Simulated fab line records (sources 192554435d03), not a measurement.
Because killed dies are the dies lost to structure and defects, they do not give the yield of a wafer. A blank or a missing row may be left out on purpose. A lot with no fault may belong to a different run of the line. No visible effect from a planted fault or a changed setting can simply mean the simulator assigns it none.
fab line records | flow n5-finfet
record lots=13 wafers=37 last-day=19
route steps=1938 shown BEOL_M13@1669 PASSIVATION@1936
lots with no fault: from the same line, run without faults
start-h: start of the lot's first displayed wafer, in hours after the record's first day | wait-h: hours since the lot's step before | " the same as in the row above | L1.1+2: several wafers, shown together as one row | - either no value or no given start | * or withheld: withheld | < > ~ a bound
route shown NAME@n: a module of which the file shows steps, and the number in the route of the first | usual: the fault-free wafers' mean and standard deviation | same: alike in all rows | chamber/n: place in a boat | sites: each site's reading | _std_site: standard deviation of those values | _edge_site: the outer-site mean with the inner-site mean subtracted | radius-mm: how far each site lies from the wafer's centre | mask NAME#n: copy n | behind: tool/chamber where the wafer was last shaped | hold: why the lot was held/for how many hours/how that ended | device: transistor that didn't switch, given as n, p or np | end of line: tests of these same wafers at the route's end | where a step has no rows: the recipe by itself | killed: the dies lost at the first sort to structure and to defects; this is not the yield of the wafer | map: a wafer's dies, marking killed ones x, the rest . and places with no die _
set.NAME: the setting as run; set.NAME@STEP: as run at that earlier step | model.NAME: the simulator's own value behind a step, which no gauge read
route steps across a sampled set of lots; one table per step, one row per wafer
## steps
# step N5_BEOL_M13_CD_MEAS_10
# recipe target-cd-nm=190 landing-energy-ev=500 detector=se-inlens polarity=opening
# usual cd-nm=191.3/1.4
# columns lot.wafer tool chamber start-h wait-h cd-nm
L848.2 cd-sem-02 0 273.27 - 191.3
L848.4 " 0 " " 190.7
L848.5 " 0 " " 191.6
L847.2 cd-sem-01 0 274.24 - 189.4
L847.5 " 0 " " 189.8
L847.6 " 0 " " 188.9
L850.2 cd-sem-02 0 282.54 - 190.1
L850.3 " 0 " " 191.8
L850.6 " 0 " " 191.3
L851.1 cd-sem-02 0 282.80 - 191.1
L851.2 " 0 " " 191.3
L851.6 " 0 " " 189.8
L849.2 cd-sem-01 0 290.02 - 189.1
L849.4 " 0 " " 187.5
L849.6 " 0 " " 188.9
L853.1 cd-sem-01 0 295.63 - 192.1
L853.3 " 0 " " 193.6
L853.6 " 0 " " 191.5
L852.1 cd-sem-03 0 297.82 - 192.1
L852.4 " 0 " " 192.1
L852.5 " 0 " " 192.2
L855.3 cd-sem-01 0 324.69 - 188.8
L855.5 " 0 " " 188.5
L855.6 " 0 " " 189.2
L856.2 cd-sem-02 0 332.75 - 191.4
L856.3 " 0 " " 191.3
L856.4 " 0 " " 192.2
L861.3 cd-sem-01 0 368.00 - 191.8
L861.5 " 0 " " 193.4
L865.1 cd-sem-02 0 385.08 - 193.3
L865.5 " 0 " " 193.8
L869.2 cd-sem-03 0 409.74 - 192.2
L869.3 " 0 " " 190.9
L869.6 " 0 " " 191.6
L868.1 cd-sem-01 0 409.77 - 192.8
L868.4 " 0 " " 192.8
L868.5 " 0 " " 192.7
# step N5_BEOL_M13_PEB_26
# recipe peb-temp-c=130 peb-time-s=90
# usual chill-plate-temp-C=22.98/0.11 exhaust-pa=44.9/0.99 heater-power-total-W=172.4/0.79
# columns lot.wafer tool chamber start-h wait-h chill-plate-temp-C exhaust-pa heater-power-total-W
L848.2 litho-track-03 0 274.10 0.0 22.91 44.9 172.9
L848.4 " 0 " " 22.88 44.5 172.3
L848.5 " 0 " " 22.64 45.3 172.6
L847.2 litho-track-04 0 275.15 0.0 22.77 44.7 172.1
L847.5 " 0 " " 22.99 43.6 173.3
L847.6 " 0 " " 23.05 43.6 170.9
L850.2 litho-track-04 0 283.73 0.0 23.15 45.2 173.0
L850.3 " 0 " " 22.92 44.7 172.8
L850.6 " 0 " " 22.94 44.3 171.8
L851.1 litho-track-05 0 283.80 0.1 23.05 46.3 172.0
L851.2 " 0 " " 23.01 45.9 171.8
L851.6 " 0 " " 22.93 44.9 172.6
L849.2 litho-track-04 0 291.69 0.0 23.13 44.8 172.1
L849.4 " 0 " " 23.13 45.3 170.9
L849.6 " 0 " " 23.22 45.5 172.5
L853.1 litho-track-03 0 297.50 0.1 22.87 44.8 172.1
L853.3 " 0 " " 22.86 46.8 172.3
L853.6 " 0 " " 22.81 45.3 171.9
L852.1 litho-track-04 0 298.66 0.1 22.97 44.7 172.8
L852.4 " 0 " " 22.87 45.9 173.1
L852.5 " 0 " " 22.89 43.8 173.0
L855.3 litho-track-04 0 325.74 0.0 22.94 45.9 172.0
L855.5 " 0 " " 22.98 45.1 172.4
L855.6 " 0 " " 22.89 45.7 172.6
L856.2 litho-track-04 0 333.71 0.0 22.95 43.6 172.6
L856.3 " 0 " " 22.88 42.9 171.6
L856.4 " 0 " " 23.09 42.5 173.5
L861.3 litho-track-05 0 368.84 0.0 23.10 45.6 179.5
L861.5 " 0 " " 22.97 44.7 171.5
L865.1 litho-track-05 0 386.03 0.1 22.70 43.7 178.6
L865.5 " 0 " " 22.82 44.2 173.2
L869.2 litho-track-04 0 411.14 0.0 22.92 44.1 171.0
L869.3 " 0 " " 22.84 44.5 173.0
L869.6 " 0 " " 22.85 43.8 171.6
L868.1 litho-track-04 0 411.48 0.1 22.97 44.6 172.6
L868.4 " 0 " " 23.04 45.8 172.9
L868.5 " 0 " " 22.96 46.5 172.8
# step N5_BEOL_M13_CD_MEAS_28
# recipe target-cd-nm=209.5 landing-energy-ev=500 detector=se-inlens
# usual cd-nm=209.6/1.1
# columns lot.wafer tool chamber start-h wait-h cd-nm
L848.2 cd-sem-03 0 274.22 - 209.3
L848.4 " 0 " " 211.2
L848.5 " 0 " " 209.6
L847.2 cd-sem-03 0 275.26 - 209.8
L847.5 " 0 " " 209.0
L847.6 " 0 " " 207.1
L850.2 cd-sem-01 0 283.85 - 208.8
L850.3 " 0 " " 208.6
L850.6 " 0 " " 209.8
L851.1 cd-sem-02 0 283.91 - 209.6
L851.2 " 0 " " 210.7
L851.6 " 0 " " 210.0
L849.2 cd-sem-03 0 291.81 - 209.5
L849.4 " 0 " " 208.9
L849.6 " 0 " " 208.7
L853.1 cd-sem-03 0 297.61 - 209.0
L853.3 " 0 " " 209.1
L853.6 " 0 " " 209.1
L852.1 cd-sem-01 0 298.77 - 210.6
L852.4 " 0 " " 209.3
L852.5 " 0 " " 209.5
L855.3 cd-sem-02 0 325.86 - 211.8
L855.5 " 0 " " 211.4
L855.6 " 0 " " 211.1
L856.2 cd-sem-01 0 333.82 - 208.9
L856.3 " 0 " " 209.5
L856.4 " 0 " " 208.4
L861.3 cd-sem-03 0 368.96 - 208.8
L861.5 " 0 " " 210.8
L865.1 cd-sem-03 0 386.15 - 205.4
L865.5 " 0 " " 209.3
L869.2 cd-sem-01 0 411.26 - 209.9
L869.3 " 0 " " 209.8
L869.6 " 0 " " 208.8
L868.1 cd-sem-03 0 411.59 - 209.8
L868.4 " 0 " " 209.3
L868.5 " 0 " " 208.8
# step N5_BEOL_M13_OVL_MEAS_29
# recipe points-per-wafer=44
# usual M13_OVL=2/5
# columns lot.wafer tool chamber start-h wait-h M13_OVL[nm]
L848.2 overlay-02 0 274.25 0.0 -7
L848.4 " 0 " " -5
L848.5 " 0 " " -3
L847.2 overlay-02 0 275.29 0.0 5
L847.5 " 0 " " -4
L847.6 " 0 " " 0
L850.2 overlay-01 0 283.88 0.0 3
L850.3 " 0 " " 2
L850.6 " 0 " " 0
L851.1 overlay-01 0 283.94 0.0 6
L851.2 " 0 " " -1
L851.6 " 0 " " -5
L849.2 overlay-02 0 291.83 0.0 3
L849.4 " 0 " " 0
L849.6 " 0 " " 0
L853.1 overlay-01 0 297.64 0.0 8
L853.3 " 0 " " 2
L853.6 " 0 " " 13
L852.1 overlay-02 0 298.82 0.0 3
L852.4 " 0 " " -1
L852.5 " 0 " " 0
L855.3 overlay-01 0 325.89 0.0 5
L855.5 " 0 " " 1
L855.6 " 0 " " 11
L856.2 overlay-01 0 333.85 0.0 11
L856.3 " 0 " " 15
L856.4 " 0 " " 9
L861.3 overlay-02 0 368.98 0.0 8
L861.5 " 0 " " 2
L865.1 overlay-01 0 386.18 0.0 -3
L865.5 " 0 " " 0
L869.2 overlay-02 0 411.29 0.0 3
L869.3 " 0 " " -6
L869.6 " 0 " " 4
L868.1 overlay-02 0 411.62 0.0 4
L868.4 " 0 " " 6
L868.5 " 0 " " 4
# step N5_PASSIVATION_PROBE_49
# usual defect-limited-yield=91.6/1.4 killed_at_M0_to_M3=35/10 killed_at_M4_up=13/4.8 killed-at-contacts=12/7.2 killed-at-front-end=36/12 killed-at-other=4/3.1 killed-dies=100/17 killed-open=66/13 killed-short=32/7.3 sort_bin_4_leakage=0.00/0.0099 sort_bin_5_function=5.0/0.94 sort_bin_6_memory=3.1/0.67 sort_bin_8_speed=0.01/0.047 sort-n-pass=1080/17 sort-yield-pct=91.6/1.4
# same gross-dies=1180 killed-at-back-side=0
# columns lot.wafer tool chamber start-h wait-h defect-limited-yield[%] killed_at_M0_to_M3 killed_at_M4_up killed-at-contacts killed-at-front-end killed-at-other killed-dies killed-open killed-short sort_bin_4_leakage[%] sort_bin_5_function[%] sort_bin_6_memory[%] sort_bin_8_speed[%] sort-n-pass sort-yield-pct[%]
L861.5 prober-02 - 407.37 0.2 90.3 49 14 11 38 2 114 77 36 0 6.0 3.1 0 1066 90.3
# killed by level:class
L861.5 BEOL_M0_SAQP:geometric-particle:short=14 BEOL_M0_SAQP:geometric-particle:open=12 BEOL_M2:geometric-particle:open=12 FIN_SAQP:geometric-particle:open=10 STI_FIN_REVEAL:geometric-particle:open=7 MOL_CONTACT_COAG:geometric-particle:open=7 BEOL_M4:geometric-particle:open=6 MOL_CONTACT_COAG:geometric-particle:short=4
## key
first-sign step=N5_BEOL_M13_PEB_26 reading=heater-power-total-W direction=up sigmas=8.5 usual=* struck=*
effect none on later readings
met-at N5_BEOL_M13_PEB_26
struck-lots L861,L865
struck-wafers L861.3,L865.1
not-acting-at N5_BEOL_M13_CD_MEAS_10,N5_BEOL_M13_CD_MEAS_28,N5_BEOL_M13_OVL_MEAS_29
onset-between 283.80 368.84
fault kind=process-parameter-drift tool=litho-track-05 chamber=- onset-h=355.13 steps=N5_BEOL_M13_PEB_26 channel=peb-time-s offset=* shape=step end-h=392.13 scope=struck-wafers-only acts-in=* stated=*
